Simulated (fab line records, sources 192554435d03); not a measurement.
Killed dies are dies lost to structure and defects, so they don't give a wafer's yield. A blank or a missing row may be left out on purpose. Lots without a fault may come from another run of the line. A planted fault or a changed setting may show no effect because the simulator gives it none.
Chamber matching | flow n5_finfet | N5_FIN_SAQP_STRIP_70 on rie_diel-02: 4 sister chambers
The step strips in N2/H2. 8 wafers are shown with their chamber, then 11 later ones without.

WAFERS WITH THEIR CHAMBER
wafer  | chamber | drypump_motor_current_A (A) | throttle_valve_pct (%)
L081.3 | 0       | 6.2                         | 18.83
L082.4 | 0       | 6.2                         | 18.83
L085.3 | 2       | 6.6                         | 19.31
L085.4 | 1       | 5.8                         | 18.58
L087.1 | 3       | 5.2                         | 18.54
L087.5 | 3       | 5.2                         | 18.54
L087.6 | 2       | 6.7                         | 19.30
L088.1 | 1       | 5.8                         | 18.59

WAFERS WITHOUT THEIR CHAMBER
wafer  | drypump_motor_current_A (A) | throttle_valve_pct (%)
L088.2 | 6.7                         | 19.29
L088.5 | 5.8                         | 18.59
L090.2 | 5.8                         | 18.59
L090.3 | 6.2                         | 18.44
L090.5 | 5.2                         | 18.56
L095.1 | 5.2                         | 18.56
L095.4 | 6.7                         | 19.31
L095.6 | 6.2                         | 18.45
L096.2 | 5.2                         | 18.56
L096.4 | 6.2                         | 18.45
L096.5 | 5.9                         | 18.62

WHICH CHAMBER EACH WENT THROUGH
wafer  | from the rows above | in truth
L088.2 | 2                   | 2
L088.5 | 1                   | 1
L090.2 | 1                   | 1
L090.3 | 1                   | 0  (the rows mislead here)
L090.5 | 3                   | 3
L095.1 | 3                   | 3
L095.4 | 2                   | 2
L095.6 | 1                   | 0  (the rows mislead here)
L096.2 | 3                   | 3
L096.4 | 1                   | 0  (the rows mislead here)
L096.5 | 1                   | 1
Placed correctly: 8 of 11. Can't be placed from these rows: 0. Placed wrongly: 3.
How it was worked out, from the rows above alone: a wafer's distance from a chamber is the root of the sum, over the readings, of the square of ((its reading less the chamber's mean) divided by the reading's scatter). The wafer belongs to the nearest chamber; if the next one is less than 2 further off, it can't be placed. A chamber's mean is the mean of its shown wafers. The scatter: the root of (the sum of the squares of (reading less its chamber's mean) over the shown wafers, divided by (wafers less chambers)).
